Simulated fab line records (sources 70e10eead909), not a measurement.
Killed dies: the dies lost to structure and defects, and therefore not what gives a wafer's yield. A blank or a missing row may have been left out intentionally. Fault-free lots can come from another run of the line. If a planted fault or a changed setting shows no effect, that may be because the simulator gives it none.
Tool commonality check || flow nand-harc || Sample size 11 lots and 33 wafers

## WHY IT WAS OPENED
On 2 of the 11 lots, a flag is raised at NHARC_P_STI_INSPECT_25 on the reading raw-defect-count. No-fault wafers: 203, standard deviation 67.
Rule: a lot is flagged when every wafer of it that has a number lies more than 4 standard deviations from that mean, or none has a number. As for the other lots, they are considered sound.

{"lot": "L789", "measured": "day 5 01:21", "on": "defect-inspect-02", "raw-defect-count, wafer by wafer": "173 209 125", "flag": ""}
{"lot": "L790", "measured": "day 5 01:22", "on": "defect-inspect-02", "raw-defect-count, wafer by wafer": "177 139 164", "flag": ""}
{"lot": "L791", "measured": "day 5 14:46", "on": "defect-inspect-02", "raw-defect-count, wafer by wafer": "179 204 244", "flag": ""}
{"lot": "L794", "measured": "day 6 19:14", "on": "defect-inspect-02", "raw-defect-count, wafer by wafer": "335 312 194", "flag": ""}
{"lot": "L798", "measured": "day 8 10:05", "on": "defect-inspect-01", "raw-defect-count, wafer by wafer": "344 176 209", "flag": ""}
{"lot": "L801", "measured": "day 10 01:47", "on": "defect-inspect-01", "raw-defect-count, wafer by wafer": "541 656 625", "flag": "FLAGGED"}
{"lot": "L804", "measured": "day 11 04:43", "on": "defect-inspect-01", "raw-defect-count, wafer by wafer": "538 531 608", "flag": "FLAGGED"}
{"lot": "L805", "measured": "day 11 08:48", "on": "defect-inspect-01", "raw-defect-count, wafer by wafer": "188 143 162", "flag": ""}
{"lot": "L806", "measured": "day 11 22:29", "on": "defect-inspect-01", "raw-defect-count, wafer by wafer": "210 180 252", "flag": ""}
{"lot": "L808", "measured": "day 12 14:45", "on": "defect-inspect-02", "raw-defect-count, wafer by wafer": "125 284 128", "flag": ""}
{"lot": "L810", "measured": "day 13 13:01", "on": "defect-inspect-02", "raw-defect-count, wafer by wafer": "155 149 128", "flag": ""}
The mean of the flagged lots' numbers is 583, +380 from the usual (+6 standard deviations).

## WHICH TOOL RAN EACH LOT
3 process steps preceding the reading are held in the record, out of 1302 steps in the route. Cell contents, in order: the tool; ch with the chambers the sampled wafers went through; the start.
{"lot": "L789", "flag": "", "NHARC_P_ZERO_WELL_DESCUM_54": "rie-diel-13 ch 0,1, day 3 00:22", "NHARC_P_ZERO_WELL_RTA_42": "rtp-anneal-02 ch 0, day 3 01:32", "NHARC_P_STI_CMP_21": "cmp-04 ch 0,1,3, day 4 16:31"}
{"lot": "L790", "flag": "", "NHARC_P_ZERO_WELL_DESCUM_54": "rie-diel-02 ch 0,2, day 3 09:04", "NHARC_P_ZERO_WELL_RTA_42": "rtp-anneal-01 ch 0, day 3 10:16", "NHARC_P_STI_CMP_21": "cmp-01 ch 0,1, day 4 19:59"}
{"lot": "L791", "flag": "", "NHARC_P_ZERO_WELL_DESCUM_54": "rie-diel-12 ch 0,2,3, day 3 17:37", "NHARC_P_ZERO_WELL_RTA_42": "rtp-anneal-02 ch 0, day 3 18:52", "NHARC_P_STI_CMP_21": "cmp-01 ch 0,1, day 5 06:18"}
{"lot": "L794", "flag": "", "NHARC_P_ZERO_WELL_DESCUM_54": "rie-diel-13 ch 1,2,3, day 5 00:31", "NHARC_P_ZERO_WELL_RTA_42": "rtp-anneal-02 ch 0, day 5 01:29", "NHARC_P_STI_CMP_21": "cmp-01 ch 0,1, day 6 11:28"}
{"lot": "L798", "flag": "", "NHARC_P_ZERO_WELL_DESCUM_54": "rie-diel-13 ch 0,1,3, day 6 16:04", "NHARC_P_ZERO_WELL_RTA_42": "rtp-anneal-02 ch 0, day 6 17:01", "NHARC_P_STI_CMP_21": "cmp-02 ch 0,3, day 8 02:04"}
{"lot": "L801", "flag": "FLAGGED", "NHARC_P_ZERO_WELL_DESCUM_54": "rie-diel-12 ch 0,1, day 7 22:11", "NHARC_P_ZERO_WELL_RTA_42": "rtp-anneal-02 ch 0, day 7 23:16", "NHARC_P_STI_CMP_21": "cmp-01 ch 1,2, day 9 18:02"}
{"lot": "L804", "flag": "FLAGGED", "NHARC_P_ZERO_WELL_DESCUM_54": "rie-diel-13 ch 1,3, day 9 04:07", "NHARC_P_ZERO_WELL_RTA_42": "rtp-anneal-02 ch 0, day 9 05:06", "NHARC_P_STI_CMP_21": "cmp-01 ch 0,3, day 10 20:14"}
{"lot": "L805", "flag": "", "NHARC_P_ZERO_WELL_DESCUM_54": "rie-diel-13 ch 1,2, day 9 13:50", "NHARC_P_ZERO_WELL_RTA_42": "rtp-anneal-01 ch 0, day 9 14:50", "NHARC_P_STI_CMP_21": "cmp-04 ch 1,2,3, day 11 01:01"}
{"lot": "L806", "flag": "", "NHARC_P_ZERO_WELL_DESCUM_54": "rie-diel-02 ch 0,2, day 10 00:10", "NHARC_P_ZERO_WELL_RTA_42": "rtp-anneal-01 ch 0, day 10 01:22", "NHARC_P_STI_CMP_21": "cmp-02 ch 2,3, day 11 13:15"}
{"lot": "L808", "flag": "", "NHARC_P_ZERO_WELL_DESCUM_54": "rie-diel-13 ch 0,2,3, day 10 20:05", "NHARC_P_ZERO_WELL_RTA_42": "rtp-anneal-02 ch 0, day 10 21:41", "NHARC_P_STI_CMP_21": "cmp-04 ch 1,2, day 12 06:22"}
{"lot": "L810", "flag": "", "NHARC_P_ZERO_WELL_DESCUM_54": "rie-diel-02 ch 0,2,3, day 11 16:02", "NHARC_P_ZERO_WELL_RTA_42": "rtp-anneal-02 ch 0, day 11 17:13", "NHARC_P_STI_CMP_21": "cmp-01 ch 0,1,2, day 13 05:05"}
These steps, and what they do:
- NHARC_P_ZERO_WELL_DESCUM_54: chemistry O2, time 3 s.
- NHARC_P_ZERO_WELL_RTA_42: time 300 s.
- NHARC_P_STI_CMP_21: polishes, t overpolish 20 s, target thk 380.67 nm.
- NHARC_P_STI_INSPECT_25

## FLAGGED AGAINST TOTAL, ONE TOOL AT A TIME (gauges that did the reading follow at the end)
{"step": "NHARC_P_ZERO_WELL_DESCUM_54", "tool": "rie-diel-02", "lots run": 3, "flagged": 0, "share of the flagged lots": "none", "sound lots run after its first flagged lot": "-"}
{"step": "NHARC_P_ZERO_WELL_DESCUM_54", "tool": "rie-diel-12", "lots run": 2, "flagged": 1, "share of the flagged lots": "some", "sound lots run after its first flagged lot": 0}
{"step": "NHARC_P_ZERO_WELL_DESCUM_54", "tool": "rie-diel-13", "lots run": 6, "flagged": 1, "share of the flagged lots": "some", "sound lots run after its first flagged lot": "2 (L805,L808)"}
{"step": "NHARC_P_ZERO_WELL_RTA_42", "tool": "rtp-anneal-01", "lots run": 3, "flagged": 0, "share of the flagged lots": "none", "sound lots run after its first flagged lot": "-"}
{"step": "NHARC_P_ZERO_WELL_RTA_42", "tool": "rtp-anneal-02", "lots run": 8, "flagged": 2, "share of the flagged lots": "all", "sound lots run after its first flagged lot": "2 (L808,L810)"}
{"step": "NHARC_P_STI_CMP_21", "tool": "cmp-01", "lots run": 6, "flagged": 2, "share of the flagged lots": "all", "sound lots run after its first flagged lot": "1 (L810)"}
{"step": "NHARC_P_STI_CMP_21", "tool": "cmp-02", "lots run": 2, "flagged": 0, "share of the flagged lots": "none", "sound lots run after its first flagged lot": "-"}
{"step": "NHARC_P_STI_CMP_21", "tool": "cmp-04", "lots run": 3, "flagged": 0, "share of the flagged lots": "none", "sound lots run after its first flagged lot": "-"}
{"step": "NHARC_P_STI_INSPECT_25", "tool": "defect-inspect-01", "lots run": 5, "flagged": 2, "share of the flagged lots": "all", "sound lots run after its first flagged lot": "2 (L805,L806)"}
{"step": "NHARC_P_STI_INSPECT_25", "tool": "defect-inspect-02", "lots run": 6, "flagged": 0, "share of the flagged lots": "none", "sound lots run after its first flagged lot": "-"}

## THE TABLE: WHAT IT ALLOWS
All flagged lots were run by 3 table rows, namely rtp-anneal-02 at NHARC_P_ZERO_WELL_RTA_42, cmp-01 at NHARC_P_STI_CMP_21, defect-inspect-01 at NHARC_P_STI_INSPECT_25.
- rtp-anneal-02 at NHARC_P_ZERO_WELL_RTA_42 ran 8 lots, 2 of them flagged. Sound lots followed the first flagged one (L808, L810) on it, something a lasting fault affecting the whole tool could not allow.
- cmp-01 at NHARC_P_STI_CMP_21 ran 6 lots, 2 of them flagged. Sound lots followed the first flagged one (L810) on it, something a lasting fault affecting the whole tool could not allow.
- defect-inspect-01 at NHARC_P_STI_INSPECT_25 ran 5 lots, 2 of them flagged. Sound lots followed the first flagged one (L805, L806) on it, something a lasting fault affecting the whole tool could not allow.
Every row of the table either missed a flagged lot or ran a sound lot after the first.

## WHAT THE SIMULATOR PUT IN
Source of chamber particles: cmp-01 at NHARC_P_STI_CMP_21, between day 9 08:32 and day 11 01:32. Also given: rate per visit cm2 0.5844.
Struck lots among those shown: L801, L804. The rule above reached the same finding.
